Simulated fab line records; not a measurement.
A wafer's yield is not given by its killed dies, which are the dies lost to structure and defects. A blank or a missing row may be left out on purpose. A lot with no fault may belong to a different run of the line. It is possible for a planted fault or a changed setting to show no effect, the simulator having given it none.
Code-filled problem report in 8D (eight disciplines) form :: flow nand_harc :: the parts of the form that need people (team, actions taken, sign-off) are left out

1. WHAT WENT WRONG
On 2 wafers of 1 lot, thk_nm at NHARC_A_ONON_D2_THK_MEAS_34 has a mean of 217.6 nm; fault-free wafers read 199.7 nm, standard deviation 2.4. Relative to the usual mean, that is a shift of +7.5 standard deviations.
The step: measures by ellipsometry.
Seen first at day 15 06:06 on film_metro-02, wafer L138.3. The record holds 39 wafers of 13 lots with a number at this step. By rule, "out" or "out of limits" means more than 4 standard deviations away from the usual mean. Any other wafer with a number is counted as sound.

2. WHAT IT IS, WHAT IT ISN'T
question: which readings at this step
is: thk_nm
is not: -

question: which lots
is: L138
is not: L132, L133, L144, L145, L148, L149, L150, L151, L152, L153, L154, L155

question: which wafers of those lots
is: L138.3, L138.6
is not: L138.1

question: read on which gauges
is: film_metro-02
is not: film_metro-01

question: when
is: from day 15 06:06
is not: up to then (7 sound wafers); but 30 sound wafers of L144, L145, L148, L149, L150, L151, L152, L153, L154, L155 came after

3. THE SUSPECTS, EACH WITH WHAT RULES IT OUT
Counting: a tool at a process step up to the reading stays a suspect if it ran every lot that is out. Sound lots after the first of them don't rule it out here, since some wafers of a struck lot are sound.
- the gauge at NHARC_A_ONON_D2_THK_MEAS_34 is ruled out. All the wafers that are out were read on film_metro-02, but those of them that NHARC_A_ONON_D2_DEP_33 has rows for are out there too, on other tools.
- pecvd-04 at NHARC_A_ONON_D2_DEP_33 (deposits SiO2, target thk 200 nm): kept. It ran the lot that is out, L138 (day 15 05:41). Out on those wafers are its own readings of rf_fwd_power_W.
- Within pecvd-04 at NHARC_A_ONON_D2_DEP_33: the wafers that are out ran in chamber 2; their sound lot-mates ran in chamber 1.
Remaining after the count: pecvd-04 at NHARC_A_ONON_D2_DEP_33.

4. THE CAUSE (what the simulator had put in)
pecvd-04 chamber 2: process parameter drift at NHARC_A_ONON_D2_DEP_33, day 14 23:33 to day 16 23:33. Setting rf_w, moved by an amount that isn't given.
Counting left only this tool.

5. THE CHAIN OF EFFECTS, in route order
One row per reading whose mean, taken over the struck wafers that have a number, lies over 3 standard deviations from the usual. Only readings for which the record gives a usual standard deviation are gone through. hours: the time from each lot's start at the first step in this table that gives one to its start at this step, as a median over the lots. sigmas: the change in usual standard deviations.
hours: 0
step: NHARC_A_ONON_D2_DEP_33
reading: rf_fwd_power_W
usual: 898.9 W
on struck wafers: 1260.3
change: +361.4
sigmas: +99 or more

hours: 0
step: NHARC_A_ONON_D2_DEP_33
reading: showerhead_vpp_V
usual: 1827 V
on struck wafers: 2125
change: +298
sigmas: +3.4

hours: 0
step: NHARC_A_ONON_D2_THK_MEAS_34
reading: thk_nm
usual: 199.7 nm
on struck wafers: 217.6
change: +17.9
sigmas: +7.5
Process steps it contains:
- NHARC_A_ONON_D2_DEP_33: deposits SiO2, target thk 200 nm.
Later measuring or inspecting steps at which every struck wafer that the step has a row for has a number for every such reading, and none has moved that far: NHARC_END_SORT_01.

6. HOW IT WOULD HAVE BEEN CAUGHT EARLIER
The first out-of-limits reading at a measuring or inspecting step in this record came at day 15 06:06, 7 hours after the fault's start at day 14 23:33.
At NHARC_A_ONON_D2_DEP_33, the tool's own readings (rf_fwd_power_W) were out on each struck wafer the step has a row for, so an alarm limit on them would have fired on the first such wafer.
By day 15 06:06 the whole set of lots that are out, 1 in number, had already begun NHARC_A_ONON_D2_DEP_33 on pecvd-04. Holding the tool at that point would not have protected any of them.
